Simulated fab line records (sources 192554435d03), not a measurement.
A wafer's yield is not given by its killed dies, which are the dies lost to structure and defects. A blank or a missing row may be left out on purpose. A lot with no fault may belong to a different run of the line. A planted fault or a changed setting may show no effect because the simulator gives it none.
fab line records | flow n5-finfet
[record] lots = 5 wafers = 15 last-day = 17
route steps=1938 shown BEOL_M1@835 BEOL_M2@841 BEOL_M4@1111 PASSIVATION@1936
lots untouched by any fault: they come from a run of this same line in which no faults occurred
start-h: hours from the record's opening day to when the first of the lot's shown wafers began | wait-h: how many hours have passed since the lot's step before this one | " as in the row above | L1.1+2: one row covering several wafers at once | - no value, or no start given | * or withheld: withheld | < > ~ a bound
route shown NAME@n: NAME is a module with steps in the file, n the number in the route of the first one | usual: mean and standard deviation over wafers with no fault | same: alike in all rows | chamber/n: place in a boat | sites: readings site by site | _std_site: how widely they spread, as a standard deviation | _edge_site: inner sites' mean taken away from outer sites' mean | radius-mm: how far each site lies from the wafer's centre | mask NAME#n: copy n | behind: the most recent tool/chamber to have shaped the wafer | hold: why the lot went on hold/how many hours it stayed there/how the hold came to an end | device: the n, p or np transistor that did not switch | end of line: tests of these same wafers at the route's end | a step without rows: its recipe alone | killed: not the wafer's yield, but the dies lost to structure and defects at the first sort | map: shows each die of a wafer: x if killed, . if not, _ if none is there
set.NAME: the run value of the setting; set.NAME@STEP: its run value at that earlier step | model.NAME: the simulator's own value behind a step, which no gauge read
lots at selected steps of the route; one table per step, one row per wafer
services: the hour from which a tool's chamber was out of use, counted from the record's first day as start-h (under 0 if before that day), plus the number of hours and why
[[steps]]
[step N5_BEOL_M1_PRE_CLEAN_60]
[recipe] gas = NH3/H2 time-s = 15 temp-c = * rf-power-w = 300
[step N5_BEOL_M1_CO_CAP_55]
[recipe] material = Co target-thk-a = 20 temp-c = 200 precursor = CCTBA/H2 pressure-torr = 30 time-s = 102.1
[step N5_BEOL_M1_PRE_CLEAN_56]
[recipe] gas = NH3 time-s = 15 temp-c = withheld rf-power-w = 300
[step N5_BEOL_M1_DEP_57]
[recipe] material = SiCN target-thk-a = 80 temp-c = withheld precursor = 3MS/NH3 pressure-torr = 3 rf-w = 202 time-s = 14
[step N5_BEOL_M2_ILD_DEP_00]
[recipe] material = SiOC target-thk-a = 790 temp-c = 350 precursor = DEMS/O2 pressure-torr = 5 rf-w = 500 time-s = 15.3
[step N5_BEOL_M2_PECVD_72]
[recipe] material = SiO2 target-thk-a = 160 temp-c = 400 precursor = TEOS/O2 pressure-torr = 5.5 rf-w = 450 teos-flow-sccm = 53.8 gas = O2 flow-sccm = 3000 time-s = 18
[step N5_BEOL_M2_HM_DEP_02]
[recipe] material = TiN target-thk-a = 200 temp-c = 25 chamber-pressure-pa = 0.49996
[step N5_BEOL_M2_COAT_61]
[recipe] resist = SOC temp-c = 250 time-s = 60 spin-rpm = 1500 resist-thk-nm = 60
[step N5_BEOL_M2_COAT_62]
[recipe] resist = SiARC temp-c = 220 time-s = 60 spin-rpm = 1500 resist-thk-nm = 12
[step N5_BEOL_M2_COAT_73]
[recipe] resist = underlayer temp-c = 205 time-s = 60 spin-rpm = 1500 resist-thk-nm = 5
[usual] heater-power-total-W = 391.7/1.4 spin-speed-rpm = 1500.2/1
// columns lot.wafer tool chamber start-h wait-h heater-power-total-W spin-speed-rpm
L425.3 litho-track-02 0 150.13 - 390.3 1499.8
L425.4 " 0 " " 390.8 1500.1
L425.6 " 0 " " 390.9 1499.8
L426.1 litho-track-02 0 156.45 - 390.1 1387.0
L426.3 " 0 " " 389.9 1388.9
L426.4 " 0 " " 393.3 1386.7
L429.1 litho-track-02 0 189.85 - 389.9 1388.9
L429.3 " 0 " " 393.8 1388.0
L429.6 " 0 " " 389.6 1387.4
L430.2 litho-track-02 0 191.89 - 389.5 1389.1
L430.4 " 0 " " 393.4 1386.5
L430.6 " 0 " " 392.6 1388.3
L445.1 litho-track-03 0 275.16 - 393.2 1499.7
L445.3 " 0 " " 392.4 1499.2
L445.6 " 0 " " 390.5 1501.0
[step N5_BEOL_M2_COAT_05]
[recipe] resist = CAR-EUV spin-rpm = 1500 resist-thk-nm = 30
[step N5_BEOL_M2_EBR_07]
[recipe] solvent = PGMEA ebr-width-mm = 1.5
[step N5_BEOL_M2_SOFTBAKE_06]
[recipe] temp-c = 110 time-s = 60 resist = CAR-EUV
[step N5_BEOL_M2_EXPOSE_08]
[recipe] mask-id = M2 na = 0.33 source-shape = dipole sigma-inner = 0.369 sigma-outer = 0.767 polarization = unpolarized dose-mj = 41.25
[step N5_BEOL_M2_PEB_09]
[recipe] peb-temp-c = 100 peb-time-s = 60 resist = CAR-EUV
[step N5_BEOL_M2_DEVELOP_10]
[recipe] develop-time-s = 30 developer = TMAH resist = CAR-EUV rinse-liquid = surfactant-rinse dry = air-spin dev-temp-c = 23
[step N5_BEOL_M2_DESCUM_16]
[recipe] chemistry = O2 time-s = 7 source-power-w = 50 bias-power-w = 20 pressure-mtorr = 20 rf-frequency-hz = 2.712e+07 temp-c = 40 resist = CAR-EUV o2-flow-sccm = 225
[step N5_BEOL_M2_ETCH_74]
[recipe] chemistry = N2/H2 target = underlayer target-depth-a = 65 mask-material = CAR-EUV time-s = 5.2 ion-energy-ev = 200 pressure-mtorr = 30 source-w = 840 bias-w = 150 n2-flow-sccm = 200 h2-flow-sccm = 200 ends = cleared
[usual] drypump-motor-current-A = 5.6/0.47 etch-rf-on-time-s = 5.28/0.14 h2-flow-sccm = 200.1/0.53 oes-product-au = 0.69/0.053 rf-vpp-V = 523.7/2.4 showerhead-plenum-p-Torr = 2.55/0.076 throttle-valve-pct = 17.77/0.27
// columns lot.wafer tool chamber start-h wait-h drypump-motor-current-A etch-rf-on-time-s h2-flow-sccm oes-product-au rf-hours-counter-h rf-vpp-V showerhead-plenum-p-Torr throttle-valve-pct model.etch.depth-nm
L425.3 rie-diel-02 1 150.55 0.0 5.0 5.45 200.8 0.72 31 520.9 2.49 17.89 4.975
L425.4 " 0 " " 5.4 5.42 199.8 0.62 147 525.8 2.54 18.03 4.983
L425.6 " 3 " " 5.4 5.25 199.8 0.66 - 527.3 2.65 17.77 4.994
L426.1 rie-diel-03 3 156.88 0.0 6.0 5.34 199.8 0.65 127 525.6 2.55 17.71 5.214
L426.3 " 1 " " 6.2 5.52 200.2 0.76 36 522.5 2.59 17.55 5.2
L426.4 " 0 " " 5.5 5.36 200.2 0.71 67 528.0 2.68 17.26 5.201
L429.1 rie-diel-03 0 190.28 0.0 5.5 5.42 200.3 0.70 76 527.1 2.68 17.27 5.195
L429.3 " 1 " " 6.1 5.55 200.1 0.74 46 525.0 2.59 17.56 5.19
L429.6 " 1 " " 6.1 5.57 199.8 0.74 - 525.3 2.59 17.58 5.2
L430.2 rie-diel-06 1 192.46 0.0 4.8 5.37 200.9 0.63 167 522.4 2.42 17.90 5.181
L430.4 " 2 " " 5.5 5.75 199.4 0.67 99 521.2 2.45 17.65 5.184
L430.6 " 1 " " 4.8 5.40 200.0 0.64 - 519.1 2.42 17.89 5.208
L445.1 rie-diel-06 0 275.65 0.0 6.3 5.21 201.0 0.71 69 519.4 2.47 17.85 5.006
L445.3 " 3 " " 6.6 5.15 199.4 0.65 122 523.4 2.56 18.16 4.98
L445.6 " 2 " " 5.4 5.46 200.5 0.66 - 520.8 2.44 17.74 4.988
[step N5_BEOL_M2_ETCH_63]
[recipe] chemistry = CF4 target = SiARC target-depth-a = 156 mask-material = CAR-EUV time-s = 26 ion-energy-ev = 80 pressure-mtorr = 40 source-w = 545 bias-w = 36 Ar_flow_sccm = 100 cf4-flow-sccm = 100 ends = cleared
[step N5_BEOL_M4_RC_MEAS_101]
[usual] DIBL_N = 36.0/1.9 DIBL_P = 36.0/2.1 IOFF_N = 0.155/0.029 IOFF_P = 0.20/0.032 ION_N = 672/11 ION_P = 461/6.9 SS_N = 71.5/0.58 SS_P = 73.2/0.64 VT_N = 250.4/2.9 VT_P = -251.0/2.8
// columns lot.wafer tool chamber start-h wait-h DIBL_N[mV/V] DIBL_P[mV/V] IOFF_N[nA/um] IOFF_P[nA/um] ION_N[uA/um] ION_P[uA/um] SS_N[mV/dec] SS_P[mV/dec] VT_N[mV] VT_P[mV]
L425.3 prober-02 0 187.42 0.3 36.9 37.3 0.159 0.21 687 469 70.0 73.3 250.8 -250.4
L425.4 " 0 " " 36.7 37.1 0.155 0.22 678 466 71.9 73.6 249.7 -251.1
L425.6 " 0 " " 38.4 38.6 0.179 0.24 671 457 71.5 73.4 247.3 -247.1
L426.1 prober-01 0 209.97 0.0 37.1 36.4 0.160 0.22 665 461 72.0 72.8 250.9 -249.1
L426.3 " 0 " " 37.3 35.9 0.154 0.22 659 460 71.5 73.5 253.5 -250.7
L426.4 " 0 " " 36.4 36.0 0.143 0.21 668 463 71.4 72.7 251.8 -248.4
L429.1 prober-02 0 223.57 0.0 36.7 36.2 0.149 0.20 658 445 71.3 73.5 252.6 -255.1
L429.3 " 0 " " 36.3 37.0 0.159 0.22 677 468 71.9 73.6 248.2 -252.4
L429.6 " 0 " " 37.1 36.8 0.163 0.22 663 452 72.2 73.4 250.4 -251.5
L430.2 prober-01 0 227.88 0.2 37.2 37.0 0.164 0.22 671 462 71.2 72.5 249.3 -249.2
L430.4 " 0 " " 40.0 40.8 0.235 0.28 695 472 72.2 74.4 245.7 -246.3
L430.6 " 0 " " 37.9 37.3 0.178 0.22 687 465 71.7 73.0 249.5 -248.8
L445.1 prober-01 0 311.35 0.0 35.8 33.2 0.143 0.18 661 453 71.0 73.1 250.2 -253.6
L445.3 " 0 " " 37.8 36.0 0.173 0.22 665 453 72.0 74.1 247.7 -250.3
L445.6 " 0 " " 38.5 37.5 0.198 0.25 685 465 72.1 74.3 247.6 -248.4
[step N5_PASSIVATION_PROBE_49]
[usual] defect-limited-yield = 91.0/1.5 killed_at_M0_to_M3 = 33/9.4 killed_at_M4_up = 14/4.8 killed-at-contacts = 13/7.3 killed-at-front-end = 43/13 killed-at-other = 3.6/2.9 killed-dies = 106/18 killed-open = 69/13 killed-short = 35/8.2 sort_bin_5_function = 5.3/1 sort_bin_6_memory = 3.3/0.68 sort-n-pass = 1074/18 sort-yield-pct = 91.0/1.5
[same] gross-dies = 1180 killed-at-back-side = 0 sort_bin_4_leakage[%] = 0 sort_bin_8_speed[%] = 0
// columns lot.wafer tool chamber start-h wait-h defect-limited-yield[%] killed_at_M0_to_M3 killed_at_M4_up killed-at-contacts killed-at-front-end killed-at-other killed-dies killed-open killed-short sort_bin_5_function[%] sort_bin_6_memory[%] sort-n-pass sort-yield-pct[%]
L430.4 prober-01 - 325.71 0.2 88.1 29 15 7 86 4 141 91 50 7.0 4.2 1039 88.1
// killed by level:class
L430.4 FIN_SAQP:geometric-particle:short=20 FIN_SAQP:geometric-particle:open=19 STI_FIN_REVEAL:geometric-particle:open=16 DUMMY_GATE:geometric-particle:open=11 BEOL_M0_SAQP:geometric-particle:short=8 BEOL_M4:geometric-particle:open=8 BEOL_M2:geometric-particle:open=6 GATE_CUT:geometric-particle:short=5
[[services]]
// columns tool chamber start-h hours kind
rie-diel-06 0 131.05 5.5 repair
rie-diel-06 0 162.38 3.7 repair
rie-diel-02 1 162.82 3.1 repair
rie-diel-06 3 237.05 5.0 repair
[[key]]
[first-sign] step = N5_BEOL_M2_COAT_73 reading = spin-speed-rpm direction = down sigmas = 99+ usual = * struck = *
effect none on later readings
[model-effect] step = N5_BEOL_M2_ETCH_74 value = etch.depth-nm without = 4.999 struck = 5.197
met-at N5_BEOL_M2_COAT_73
struck-wafers L426.1,L426.3,L426.4,L429.1,L429.3,L429.6,L430.2,L430.4,L430.6
onset-between 150.13 156.45
[fault] kind = process-parameter-drift tool = litho-track-02 chamber = - onset-h = 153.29 steps = N5_BEOL_M2_COAT_73 channel = spin-rpm offset = * shape = step end-h = 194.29 acts-in = * stated = *
